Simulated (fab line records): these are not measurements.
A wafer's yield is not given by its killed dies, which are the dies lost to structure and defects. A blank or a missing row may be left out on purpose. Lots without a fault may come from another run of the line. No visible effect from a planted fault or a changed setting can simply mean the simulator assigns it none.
Matching of chambers	flow nand_harc	3 sister chambers for NHARC_A_CONTACT_DEP_24 on pecvd-03
The step deposits SiO2, target thk 500 nm. 6 wafers are shown with their chamber, then 8 later ones without.

## WAFERS WITH THEIR CHAMBER
wafer	chamber	throttle_valve_pct (%)	heater_power_outer_w (W)
L082.4	1	15.98	317
L082.6	2	15.99	256
L086.1	0	16.21	344
L086.2	2	15.90	279
L086.5	1	16.06	259
L089.1	0	15.99	336

## WAFERS WITH NO CHAMBER GIVEN
wafer	throttle_valve_pct (%)	heater_power_outer_w (W)
L089.4	16.00	363
L089.6	16.03	325
L088.2	16.29	270
L088.3	15.73	324
L088.6	15.98	344
L093.2	15.92	267
L093.3	15.84	352
L093.4	15.73	284

## THE CHAMBER EACH PASSED THROUGH
wafer	from the rows above	in truth
L089.4	can't be placed: 0 or 1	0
L089.6	can't be placed: 0 or 1 or 2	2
L088.2	can't be placed: 1 or 0 or 2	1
L088.3	can't be placed: 2 or 1 or 0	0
L088.6	can't be placed: 0 or 1 or 2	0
L093.2	can't be placed: 2 or 1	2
L093.3	can't be placed: 0 or 1 or 2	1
L093.4	can't be placed: 2 or 1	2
0 of 8 placed correctly. Can't be placed from these rows: 8 (the true chamber is among the candidates in 8). Number placed wrongly: 0.
How it was worked out, from the rows above alone: a wafer's distance from a chamber is the root of the sum, over the readings, of the square of ((its reading less the chamber's mean) divided by the reading's scatter). If the next closest chamber is less than 2 further off than the closest, the wafer can't be placed; otherwise it belongs to the closest. A chamber's mean is the mean of its shown wafers. The scatter: take each reading less its chamber's mean, square it, sum over the shown wafers, divide by the number of wafers less the number of chambers, and take the root.
